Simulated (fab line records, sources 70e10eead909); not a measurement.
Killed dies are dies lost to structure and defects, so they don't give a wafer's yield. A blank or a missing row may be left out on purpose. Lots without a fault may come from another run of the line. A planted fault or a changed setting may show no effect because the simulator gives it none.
Chamber matching | flow nand_harc | NHARC_A_BONDPAD_ETCH_34 on rie_diel-09: 4 sister chambers
The step etches the open film in N2/H2, target depth 60 nm, overetch 18 nm, time 65.91 s. 4 wafers are shown with their chamber, then 7 later ones without.

WAFERS WITH THEIR CHAMBER
wafer  | chamber | drypump_motor_current_A (A)
L085.1 | 0       | 6.4
L085.3 | 2       | 5.1
L087.2 | 3       | 5.4
L087.4 | 1       | 6.6

WAFERS WITHOUT THEIR CHAMBER
wafer  | drypump_motor_current_A (A)
L087.6 | 6.6
L091.2 | 5.5
L091.3 | 6.4
L091.5 | 6.6
L097.1 | 5.1
L097.2 | 6.4
L097.5 | 6.4

WHICH CHAMBER EACH WENT THROUGH
wafer  | from the rows above | in truth
L087.6 | 1                   | 1
L091.2 | 3                   | 3
L091.3 | 0                   | 0
L091.5 | 1                   | 1
L097.1 | 2                   | 2
L097.2 | 0                   | 0
L097.5 | 0                   | 0
Placed correctly: 7 of 7. Can't be placed from these rows: 0. Placed wrongly: 0.
How it was worked out, from the rows above alone: a wafer's distance from a chamber is the root of the sum, over the readings, of the square of ((its reading less the chamber's mean) divided by the reading's scatter). The wafer belongs to the nearest chamber; if the next one is less than 2 further off, it can't be placed. A chamber's mean is the mean of its shown wafers. The scatter: with one shown wafer a chamber, the root of the mean of the squares of how far each hidden wafer lies from its nearest shown one.
